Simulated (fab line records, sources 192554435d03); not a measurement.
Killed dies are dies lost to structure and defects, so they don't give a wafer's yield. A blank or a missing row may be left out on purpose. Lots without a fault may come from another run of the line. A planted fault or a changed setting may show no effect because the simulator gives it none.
Chamber matching | flow n5_finfet | N5_BEOL_M2_ETCH_64 on rie_diel-05: 4 sister chambers
The step etches SOC in N2/H2, target depth 75 nm, overetch 22.5 nm, time 121.9 s. 27 wafers are shown with their chamber, then 12 later ones without.

WAFERS WITH THEIR CHAMBER
wafer  | chamber | showerhead_plenum_p_Torr (Torr) | drypump_motor_current_A (A) | oes_product_au (a.u.)
L083.2 | 3       | 2.62                            | 6.6                         | 0.54
L083.3 | 1       | 2.73                            | 5.4                         | 0.72
L083.4 | 2       | 2.61                            | 5.8                         | 0.53
L084.4 | 1       | 2.73                            | 5.4                         | 0.72
L084.5 | 3       | 2.62                            | 6.5                         | 0.54
L084.6 | 0       | 2.61                            | 6.3                         | 0.68
L085.1 | 1       | 2.73                            | 5.4                         | 0.71
L085.2 | 3       | 2.62                            | 6.7                         | 0.54
L085.6 | 0       | 2.61                            | 6.3                         | 0.69
L086.1 | 2       | 2.61                            | 5.8                         | 0.53
L086.2 | 3       | 2.62                            | 6.6                         | 0.53
L086.3 | 1       | 2.73                            | 5.4                         | 0.71
L086.4 | 0       | 2.61                            | 6.3                         | 0.68
L086.5 | 0       | 2.61                            | 6.3                         | 0.69
L086.6 | 3       | 2.62                            | 6.6                         | 0.53
L087.2 | 0       | 2.60                            | 6.3                         | 0.68
L087.4 | 3       | 2.62                            | 6.6                         | 0.54
L087.6 | 2       | 2.61                            | 5.8                         | 0.52
L088.1 | 0       | 2.60                            | 6.3                         | 0.68
L088.2 | 2       | 2.61                            | 5.8                         | 0.53
L088.3 | 1       | 2.72                            | 5.4                         | 0.70
L088.4 | 3       | 2.62                            | 6.6                         | 0.54
L088.5 | 1       | 2.72                            | 5.4                         | 0.70
L088.6 | 2       | 2.61                            | 5.7                         | 0.53
L090.3 | 3       | 2.62                            | 6.7                         | 0.53
L090.5 | 0       | 2.60                            | 6.3                         | 0.67
L090.6 | 1       | 2.72                            | 5.4                         | 0.69

SIGNATURES (means of the wafers above)
reading                  | chamber 0 | chamber 1 | chamber 2 | chamber 3 | scatter within a chamber
showerhead_plenum_p_Torr | 2.6057    | 2.7257    | 2.6100    | 2.6200    | 0.00386
drypump_motor_current_A  | 6.300     | 5.400     | 5.780     | 6.612     | 0.04
oes_product_au           | 0.6814    | 0.7071    | 0.5280    | 0.5363    | 0.00751
Rule: a wafer's distance from a chamber is the root of the sum, over the readings, of the square of ((its reading less the chamber's mean) divided by the reading's scatter). The wafer belongs to the nearest chamber; if the next one is less than 2 further off, it can't be placed. The scatter: the root of (the sum of the squares of (reading less its chamber's mean) over the shown wafers, divided by (wafers less chambers)).

WAFERS WITHOUT THEIR CHAMBER
wafer  | showerhead_plenum_p_Torr (Torr) | drypump_motor_current_A (A) | oes_product_au (a.u.)
L089.1 | 2.60                            | 5.8                         | 0.52
L089.2 | 2.60                            | 6.3                         | 0.67
L089.3 | 2.72                            | 5.4                         | 0.69
L091.1 | 2.72                            | 5.4                         | 0.69
L091.2 | 2.60                            | 5.8                         | 0.52
L091.3 | 2.62                            | 6.6                         | 0.53
L092.1 | 2.62                            | 6.6                         | 0.53
L092.2 | 2.60                            | 5.8                         | 0.53
L092.5 | 2.60                            | 5.8                         | 0.53
L095.4 | 2.60                            | 5.8                         | 0.52
L095.5 | 2.61                            | 6.6                         | 0.53
L095.6 | 2.60                            | 5.8                         | 0.51

WHICH CHAMBER EACH WENT THROUGH
wafer  | from the rows above | in truth
L089.1 | 2                   | 2
L089.2 | 0                   | 0
L089.3 | 1                   | 1
L091.1 | 1                   | 1
L091.2 | 2                   | 2
L091.3 | 3                   | 3
L092.1 | 3                   | 3
L092.2 | 2                   | 2
L092.5 | 2                   | 2
L095.4 | 2                   | 2
L095.5 | 3                   | 3
L095.6 | 2                   | 2
Placed correctly: 12 of 12. Can't be placed from these rows: 0. Placed wrongly: 0.
